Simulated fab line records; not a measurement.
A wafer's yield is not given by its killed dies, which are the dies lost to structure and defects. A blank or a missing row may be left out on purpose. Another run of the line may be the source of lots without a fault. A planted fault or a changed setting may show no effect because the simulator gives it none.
Which tool did it? :: flow n5Finfet :: 36 wafers sampled from 12 lots at 1 step of a route of 1938

WHAT THE GAUGES SHOWED, per wafer
N5_BEOL_M2_OVL_MEAS_12.
lot: L076
measured: day 7 04:43
on: overlay-01
M2_OVL (nm): 0.4 -2.3 -0.6

lot: L074
measured: day 7 18:37
on: overlay-02
M2_OVL (nm): -0.2 0.7 0.7

lot: L078
measured: day 7 20:28
on: overlay-02
M2_OVL (nm): 0.4 0.5 -0.7

lot: L081
measured: day 8 03:29
on: overlay-01
M2_OVL (nm): 0.4 -1.4 -0.5

lot: L083
measured: day 9 01:52
on: overlay-02
M2_OVL (nm): 0.3 0.6 -1.2

lot: L085
measured: day 9 11:57
on: overlay-01
M2_OVL (nm): -0.7 0.1 0.5

lot: L087
measured: day 10 04:37
on: overlay-01
M2_OVL (nm): 0.8 0.4 1.0

lot: L089
measured: day 10 07:24
on: overlay-02
M2_OVL (nm): -1.2 -1.3 -1.2

lot: L091
measured: day 10 17:28
on: overlay-01
M2_OVL (nm): -1.5 -0.8 -0.9

lot: L093
measured: day 11 06:07
on: overlay-02
M2_OVL (nm): -1.2 -0.8 -0.6

lot: L096
measured: day 11 22:38
on: overlay-01
M2_OVL (nm): -0.1 -0.1 -0.9

lot: L097
measured: day 12 05:31
on: overlay-02
M2_OVL (nm): -1.4 -0.6 -0.2

WHAT TOOL EACH LOT RAN ON (gives the tool, then ch and the chambers of the sampled wafers, and finally the start)
The record shows no process step preceding these readings.

THE ANSWER, worked out from the rows above alone
Rule: what is usual is taken from the lots themselves. The widest of any qualifying gaps counts: lots, ordered by their means at a reading, are off when they make up no more than a third of the lots, leave a main group of 4 or more, and stand apart from it by 3 or more times the standard deviation of that group's means. A main group whose means are all the same, to the digits that the tables above print for the reading, isn't used. A lot without any number at a reading at which 4 lots or more have one is off too. Where the step has rows for the other lots, those lots are counted as sound.
No lot is off at any reading shown: from this, nothing can be told.

WHAT HAD BEEN PUT IN BY THE SIMULATOR
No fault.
